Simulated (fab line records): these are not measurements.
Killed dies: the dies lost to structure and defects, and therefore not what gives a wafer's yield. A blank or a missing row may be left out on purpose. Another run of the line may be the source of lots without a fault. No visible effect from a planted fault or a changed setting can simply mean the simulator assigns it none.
Chamber matching ; flow n5_finfet ; N5_BEOL_M7_ILD_DEP_00 on pecvd-02 has 3 sister chambers
The step deposits SiCOH lowk from DEMS/porogen, target thk 179.75 nm, time 33.4 s. 14 wafers are shown with their chamber, then 7 later ones without.

WAFERS WITH THEIR CHAMBER
wafer;chamber;throttle_valve_pct (%);showerhead_plenum_p_Torr (Torr);heater_power_w (W)
L075.3;0;14.8;5.714;294
L075.5;0;14.5;5.718;307
L075.6;1;14.1;5.755;314
L078.1;2;12.9;5.739;269
L078.2;0;14.9;5.704;282
L078.3;1;13.9;5.765;314
L076.1;1;13.9;5.734;312
L076.4;0;14.5;5.710;254
L076.5;2;12.8;5.736;291
L079.1;2;12.5;5.740;314
L079.2;0;14.7;5.705;238
L079.3;1;14.2;5.763;300
L079.4;0;14.7;5.707;248
L079.5;2;13.0;5.754;321

SIGNATURES (averages over the wafers above)
reading;chamber 0;chamber 1;chamber 2;scatter within a chamber
throttle_valve_pct;14.683;14.025;12.800;0.175
showerhead_plenum_p_Torr;5.70967;5.75425;5.74225;0.00927
heater_power_w;270.50;310.00;298.75;22.7
Rule: for a wafer and a chamber, the distance is found by dividing, reading by reading, the gap between the wafer's reading and the chamber's mean by the reading's scatter, squaring, summing and taking the root. If the next closest chamber is less than 2 further off than the closest, the wafer can't be placed; otherwise it belongs to the closest. The scatter is the square root of a quotient: the sum, over the shown wafers, of each reading's squared deviation from its chamber's mean, divided by wafers minus chambers.

WAFERS WITH NO CHAMBER GIVEN
wafer;throttle_valve_pct (%);showerhead_plenum_p_Torr (Torr);heater_power_w (W)
L079.6;14.2;5.728;294
L082.3;14.4;5.765;325
L082.4;14.2;5.766;322
L082.5;14.8;5.719;278
L091.1;14.7;5.709;312
L091.2;14.3;5.748;325
L091.5;14.1;5.733;318

CHAMBER TAKEN BY EACH
wafer;from the rows above;in truth
L079.6;can't be placed: 1 or 0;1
L082.3;1;1
L082.4;1;1
L082.5;0;0
L091.1;0;0
L091.2;1;1
L091.5;1;1
Correct placement for 6 of the 7. Not placeable from these rows: 1 (in 1, the candidates include the true chamber). Wrongly placed: 0.
